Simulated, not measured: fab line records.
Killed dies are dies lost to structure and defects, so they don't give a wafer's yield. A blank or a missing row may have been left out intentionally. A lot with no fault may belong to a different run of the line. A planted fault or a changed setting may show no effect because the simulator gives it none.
Which tool was responsible? || flow n5 finfet || 66 wafers from 22 lots sampled at 2 of the route's 1938 steps

## WHAT THE GAUGES SHOWED, per wafer
N5_BEOL_M2_INSPECT_30: inspects for defects (brightfield).
{"lot": "L074", "measured": "day 6 17:04", "on": "defect inspect-01", "raw defect count": "397 521 481"}
{"lot": "L075", "measured": "day 6 22:05", "on": "defect inspect-01", "raw defect count": "480 460 591"}
{"lot": "L076", "measured": "day 7 05:08", "on": "defect inspect-02", "raw defect count": "486 426 338"}
{"lot": "L077", "measured": "day 7 11:37", "on": "defect inspect-01", "raw defect count": "318 460 368"}
{"lot": "L078", "measured": "day 7 16:50", "on": "defect inspect-01", "raw defect count": "354 472 503"}
{"lot": "L080", "measured": "day 8 03:34", "on": "defect inspect-01", "raw defect count": "323 439 376"}
{"lot": "L079", "measured": "day 8 04:25", "on": "defect inspect-02", "raw defect count": "461 460 410"}
{"lot": "L081", "measured": "day 8 12:25", "on": "defect inspect-01", "raw defect count": "508 382 441"}
{"lot": "L083", "measured": "day 8 16:44", "on": "defect inspect-02", "raw defect count": "624 659 706"}
{"lot": "L082", "measured": "day 8 17:19", "on": "defect inspect-02", "raw defect count": "628 391 429"}
{"lot": "L084", "measured": "day 9 04:43", "on": "defect inspect-01", "raw defect count": "284 252 274"}
{"lot": "L085", "measured": "day 9 09:21", "on": "defect inspect-01", "raw defect count": "406 504 413"}
{"lot": "L086", "measured": "day 9 13:58", "on": "defect inspect-01", "raw defect count": "369 393 406"}
{"lot": "L087", "measured": "day 9 17:14", "on": "defect inspect-02", "raw defect count": "379 301 440"}
{"lot": "L089", "measured": "day 10 09:46", "on": "defect inspect-01", "raw defect count": "371 344 335"}
{"lot": "L090", "measured": "day 10 13:49", "on": "defect inspect-01", "raw defect count": "294 276 399"}
{"lot": "L092", "measured": "day 11 07:03", "on": "defect inspect-01", "raw defect count": "472 420 526"}
{"lot": "L093", "measured": "day 11 22:10", "on": "defect inspect-02", "raw defect count": "575 416 398"}
{"lot": "L094", "measured": "day 12 01:14", "on": "defect inspect-02", "raw defect count": "469 453 469"}
{"lot": "L095", "measured": "day 12 01:32", "on": "defect inspect-01", "raw defect count": "345 521 368"}
{"lot": "L096", "measured": "day 12 02:12", "on": "defect inspect-01", "raw defect count": "307 292 252"}
{"lot": "L097", "measured": "day 12 10:32", "on": "defect inspect-02", "raw defect count": "520 472 344"}

## EACH LOT AND THE TOOL THAT RAN IT (in order: tool; ch and the chambers of the sampled wafers; start)
{"lot": "L074", "N5_BEOL_M2_ETCH_63": "rie diel-04 ch 0,1,2, day 6 16:14"}
{"lot": "L075", "N5_BEOL_M2_ETCH_63": "rie diel-04 ch 0,2,3, day 6 21:01"}
{"lot": "L076", "N5_BEOL_M2_ETCH_63": "rie diel-03 ch 0,3, day 7 04:20"}
{"lot": "L077", "N5_BEOL_M2_ETCH_63": "rie diel-03 ch 0,1,2, day 7 10:50"}
{"lot": "L078", "N5_BEOL_M2_ETCH_63": "rie diel-06 ch 2,3, day 7 16:03"}
{"lot": "L080", "N5_BEOL_M2_ETCH_63": "rie diel-06 ch 0,2,3, day 8 02:39"}
{"lot": "L079", "N5_BEOL_M2_ETCH_63": "rie diel-04 ch 1,2,3, day 8 03:37"}
{"lot": "L081", "N5_BEOL_M2_ETCH_63": "rie diel-04 ch 0,2,3, day 8 11:32"}
{"lot": "L083", "N5_BEOL_M2_ETCH_63": "rie diel-04 ch 0,1, day 8 15:56"}
{"lot": "L082", "N5_BEOL_M2_ETCH_63": "rie diel-03 ch 0,1, day 8 16:20"}
{"lot": "L084", "N5_BEOL_M2_ETCH_63": "rie diel-06 ch 0,1, day 9 03:47"}
{"lot": "L085", "N5_BEOL_M2_ETCH_63": "rie diel-04 ch 0,1,2, day 9 08:34"}
{"lot": "L086", "N5_BEOL_M2_ETCH_63": "rie diel-04 ch 1,2,3, day 9 12:50"}
{"lot": "L087", "N5_BEOL_M2_ETCH_63": "rie diel-04 ch 0,1,3, day 9 16:27"}
{"lot": "L089", "N5_BEOL_M2_ETCH_63": "rie diel-03 ch 0,2,3, day 10 08:57"}
{"lot": "L090", "N5_BEOL_M2_ETCH_63": "rie diel-06 ch 0,2,3, day 10 12:51"}
{"lot": "L092", "N5_BEOL_M2_ETCH_63": "rie diel-03 ch 2,3, day 11 06:08"}
{"lot": "L093", "N5_BEOL_M2_ETCH_63": "rie diel-03 ch 0,3, day 11 21:23"}
{"lot": "L094", "N5_BEOL_M2_ETCH_63": "rie diel-04 ch 1,2, day 12 00:22"}
{"lot": "L095", "N5_BEOL_M2_ETCH_63": "rie diel-04 ch 0,1, day 12 00:40"}
{"lot": "L096", "N5_BEOL_M2_ETCH_63": "rie diel-03 ch 0,2, day 12 01:17"}
{"lot": "L097", "N5_BEOL_M2_ETCH_63": "rie diel-04 ch 0,1,3, day 12 09:44"}
- N5_BEOL_M2_ETCH_63: etches SiARC in CF4, target depth 15.6 nm, time 26 s.

## AS READ BY THE TOOLS THEMSELVES (means over the sampled wafers that have a number; for cases with no such wafer, the mark the record gives instead)
N5_BEOL_M2_ETCH_63.
{"lot": "L074", "tool": "rie diel-04", "chamber pressure mTorr (mTorr)": 40.01, "drypump motor current A (A)": 5.8, "etch rf on time s (s)": 25.6, "oes product au (a.u.)": 0.67, "rf vpp V (V)": 182.6, "showerhead plenum p Torr (Torr)": 2.10, "throttle valve pct (%)": 15.62}
{"lot": "L075", "tool": "rie diel-04", "chamber pressure mTorr (mTorr)": 39.98, "drypump motor current A (A)": 5.7, "etch rf on time s (s)": 25.9, "oes product au (a.u.)": 0.67, "rf vpp V (V)": 183.6, "showerhead plenum p Torr (Torr)": 2.10, "throttle valve pct (%)": 15.76}
{"lot": "L076", "tool": "rie diel-03", "chamber pressure mTorr (mTorr)": 39.99, "drypump motor current A (A)": 6.0, "etch rf on time s (s)": 25.6, "oes product au (a.u.)": 0.79, "rf vpp V (V)": 185.7, "showerhead plenum p Torr (Torr)": 2.25, "throttle valve pct (%)": 15.40}
{"lot": "L077", "tool": "rie diel-03", "chamber pressure mTorr (mTorr)": 40.02, "drypump motor current A (A)": 5.5, "etch rf on time s (s)": 26.0, "oes product au (a.u.)": 0.71, "rf vpp V (V)": 183.1, "showerhead plenum p Torr (Torr)": 2.11, "throttle valve pct (%)": 15.57}
{"lot": "L078", "tool": "rie diel-06", "chamber pressure mTorr (mTorr)": 40.00, "drypump motor current A (A)": 5.8, "etch rf on time s (s)": 26.2, "oes product au (a.u.)": 0.69, "rf vpp V (V)": 182.9, "showerhead plenum p Torr (Torr)": 2.06, "throttle valve pct (%)": 15.75}
{"lot": "L080", "tool": "rie diel-06", "chamber pressure mTorr (mTorr)": 40.00, "drypump motor current A (A)": 5.7, "etch rf on time s (s)": 26.5, "oes product au (a.u.)": 0.71, "rf vpp V (V)": 183.7, "showerhead plenum p Torr (Torr)": 2.08, "throttle valve pct (%)": 15.66}
{"lot": "L079", "tool": "rie diel-04", "chamber pressure mTorr (mTorr)": 40.00, "drypump motor current A (A)": 5.8, "etch rf on time s (s)": 25.3, "oes product au (a.u.)": 0.69, "rf vpp V (V)": 184.3, "showerhead plenum p Torr (Torr)": 2.11, "throttle valve pct (%)": 15.69}
{"lot": "L081", "tool": "rie diel-04", "chamber pressure mTorr (mTorr)": 40.01, "drypump motor current A (A)": 5.6, "etch rf on time s (s)": 25.9, "oes product au (a.u.)": 0.65, "rf vpp V (V)": 183.8, "showerhead plenum p Torr (Torr)": 2.09, "throttle valve pct (%)": 15.78}
{"lot": "L083", "tool": "rie diel-04", "chamber pressure mTorr (mTorr)": 39.99, "drypump motor current A (A)": 5.9, "etch rf on time s (s)": 25.1, "oes product au (a.u.)": 0.70, "rf vpp V (V)": 182.7, "showerhead plenum p Torr (Torr)": 2.08, "throttle valve pct (%)": 15.47}
{"lot": "L082", "tool": "rie diel-03", "chamber pressure mTorr (mTorr)": 40.00, "drypump motor current A (A)": 6.0, "etch rf on time s (s)": 26.0, "oes product au (a.u.)": 0.64, "rf vpp V (V)": 184.1, "showerhead plenum p Torr (Torr)": 2.08, "throttle valve pct (%)": 15.83}
{"lot": "L084", "tool": "rie diel-06", "chamber pressure mTorr (mTorr)": 40.00, "drypump motor current A (A)": 5.1, "etch rf on time s (s)": 26.2, "oes product au (a.u.)": 0.70, "rf vpp V (V)": 183.2, "showerhead plenum p Torr (Torr)": 2.09, "throttle valve pct (%)": 15.63}
{"lot": "L085", "tool": "rie diel-04", "chamber pressure mTorr (mTorr)": 39.99, "drypump motor current A (A)": 5.8, "etch rf on time s (s)": 25.5, "oes product au (a.u.)": 0.65, "rf vpp V (V)": 183.8, "showerhead plenum p Torr (Torr)": 2.09, "throttle valve pct (%)": 15.65}
{"lot": "L086", "tool": "rie diel-04", "chamber pressure mTorr (mTorr)": 39.99, "drypump motor current A (A)": 5.8, "etch rf on time s (s)": 25.5, "oes product au (a.u.)": 0.68, "rf vpp V (V)": 182.6, "showerhead plenum p Torr (Torr)": 2.10, "throttle valve pct (%)": 15.71}
{"lot": "L087", "tool": "rie diel-04", "chamber pressure mTorr (mTorr)": 40.00, "drypump motor current A (A)": 5.7, "etch rf on time s (s)": 25.4, "oes product au (a.u.)": 0.69, "rf vpp V (V)": 183.3, "showerhead plenum p Torr (Torr)": 2.08, "throttle valve pct (%)": 15.61}
{"lot": "L089", "tool": "rie diel-03", "chamber pressure mTorr (mTorr)": 40.02, "drypump motor current A (A)": 5.4, "etch rf on time s (s)": 25.6, "oes product au (a.u.)": 0.74, "rf vpp V (V)": 184.0, "showerhead plenum p Torr (Torr)": 2.18, "throttle valve pct (%)": 15.41}
{"lot": "L090", "tool": "rie diel-06", "chamber pressure mTorr (mTorr)": 40.01, "drypump motor current A (A)": 5.8, "etch rf on time s (s)": 26.6, "oes product au (a.u.)": 0.69, "rf vpp V (V)": 182.7, "showerhead plenum p Torr (Torr)": 2.07, "throttle valve pct (%)": 15.68}
{"lot": "L092", "tool": "rie diel-03", "chamber pressure mTorr (mTorr)": 39.99, "drypump motor current A (A)": 5.9, "etch rf on time s (s)": 25.7, "oes product au (a.u.)": 0.73, "rf vpp V (V)": 185.2, "showerhead plenum p Torr (Torr)": 2.20, "throttle valve pct (%)": 15.30}
{"lot": "L093", "tool": "rie diel-03", "chamber pressure mTorr (mTorr)": 39.99, "drypump motor current A (A)": 5.5, "etch rf on time s (s)": 25.8, "oes product au (a.u.)": 0.72, "rf vpp V (V)": 185.2, "showerhead plenum p Torr (Torr)": 2.20, "throttle valve pct (%)": 15.62}
{"lot": "L094", "tool": "rie diel-04", "chamber pressure mTorr (mTorr)": 39.97, "drypump motor current A (A)": 6.0, "etch rf on time s (s)": 24.9, "oes product au (a.u.)": 0.76, "rf vpp V (V)": 183.3, "showerhead plenum p Torr (Torr)": 2.09, "throttle valve pct (%)": 15.44}
{"lot": "L095", "tool": "rie diel-04", "chamber pressure mTorr (mTorr)": 39.98, "drypump motor current A (A)": 5.9, "etch rf on time s (s)": 25.3, "oes product au (a.u.)": 0.68, "rf vpp V (V)": 183.8, "showerhead plenum p Torr (Torr)": 2.07, "throttle valve pct (%)": 15.52}
{"lot": "L096", "tool": "rie diel-03", "chamber pressure mTorr (mTorr)": 40.02, "drypump motor current A (A)": 4.9, "etch rf on time s (s)": 25.9, "oes product au (a.u.)": 0.71, "rf vpp V (V)": 183.9, "showerhead plenum p Torr (Torr)": 2.14, "throttle valve pct (%)": 15.59}
{"lot": "L097", "tool": "rie diel-04", "chamber pressure mTorr (mTorr)": 40.00, "drypump motor current A (A)": 5.8, "etch rf on time s (s)": 25.7, "oes product au (a.u.)": 0.67, "rf vpp V (V)": 183.5, "showerhead plenum p Torr (Torr)": 2.07, "throttle valve pct (%)": 15.66}

## THE ANSWER, worked out from the rows above alone
Rule: the usual values come from the lots themselves. The widest of any qualifying gaps counts: lots, ordered by their means at a reading, are off when they make up no more than a third of the lots, leave a main group of 4 or more, and stand apart from it by 3 or more times the standard deviation of that group's means. If all means in a main group match to the digits the tables above print for the reading, that group is not used. A lot without any number at a reading at which 4 lots or more have one is off too. Where the step has rows for the other lots, those lots are counted as sound. First the gauges in route order, then the tools' own readings, where a lot's mean is used as printed above. The first step at which some lot is off is used, and at that step the reading that is off furthest; a lot without a number counts as furthest.
No lot is off on any of the readings shown, so nothing can be concluded from this.

## WHAT WAS PUT IN BY THE SIMULATOR
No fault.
